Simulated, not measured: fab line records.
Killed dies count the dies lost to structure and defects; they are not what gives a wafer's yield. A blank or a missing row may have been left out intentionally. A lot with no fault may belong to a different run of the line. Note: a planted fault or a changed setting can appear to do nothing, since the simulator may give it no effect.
Matching of chambers :: flow nand harc :: NHARC_P_M2_DESCUM_14 on rie diel-01 has 4 sister chambers
The step chemistry O2, time 3 s. 4 wafers are shown with their chamber, then 12 later ones without.

== WAFERS, EACH WITH ITS CHAMBER ==
wafer: L088.5
chamber: 1
showerhead plenum p Torr (Torr): 1.96

wafer: L090.2
chamber: 3
showerhead plenum p Torr (Torr): 2.00

wafer: L090.3
chamber: 2
showerhead plenum p Torr (Torr): 1.90

wafer: L090.6
chamber: 0
showerhead plenum p Torr (Torr): 1.81

== WAFERS MISSING THEIR CHAMBER ==
wafer: L091.2
showerhead plenum p Torr (Torr): 1.90

wafer: L091.3
showerhead plenum p Torr (Torr): 1.96

wafer: L091.6
showerhead plenum p Torr (Torr): 2.00

wafer: L093.2
showerhead plenum p Torr (Torr): 1.90

wafer: L093.3
showerhead plenum p Torr (Torr): 1.96

wafer: L093.5
showerhead plenum p Torr (Torr): 1.90

wafer: L094.1
showerhead plenum p Torr (Torr): 1.99

wafer: L094.3
showerhead plenum p Torr (Torr): 1.96

wafer: L094.6
showerhead plenum p Torr (Torr): 1.81

wafer: L097.2
showerhead plenum p Torr (Torr): 1.90

wafer: L097.4
showerhead plenum p Torr (Torr): 1.81

wafer: L097.5
showerhead plenum p Torr (Torr): 1.99

== CHAMBER TAKEN BY EACH ==
wafer: L091.2
from the rows above: 2
in truth: 2

wafer: L091.3
from the rows above: 1
in truth: 1

wafer: L091.6
from the rows above: 3
in truth: 3

wafer: L093.2
from the rows above: 2
in truth: 2

wafer: L093.3
from the rows above: 1
in truth: 1

wafer: L093.5
from the rows above: 2
in truth: 2

wafer: L094.1
from the rows above: 3
in truth: 3

wafer: L094.3
from the rows above: 1
in truth: 1

wafer: L094.6
from the rows above: 0
in truth: 0

wafer: L097.2
from the rows above: 2
in truth: 2

wafer: L097.4
from the rows above: 0
in truth: 0

wafer: L097.5
from the rows above: 3
in truth: 3
12 of 12 placed correctly. Can't be placed from these rows: 0. Wrongly placed: 0.
How it was worked out, from the rows above alone: a wafer's distance from a chamber is the root of the sum, over the readings, of the square of ((its reading less the chamber's mean) divided by the reading's scatter). If the next closest chamber is less than 2 further off than the closest, the wafer can't be placed; otherwise it belongs to the closest. The mean given for a chamber averages the wafers shown for that chamber. The scatter: root of mean squared gap, hidden wafer to nearest shown wafer, with one shown wafer a chamber.
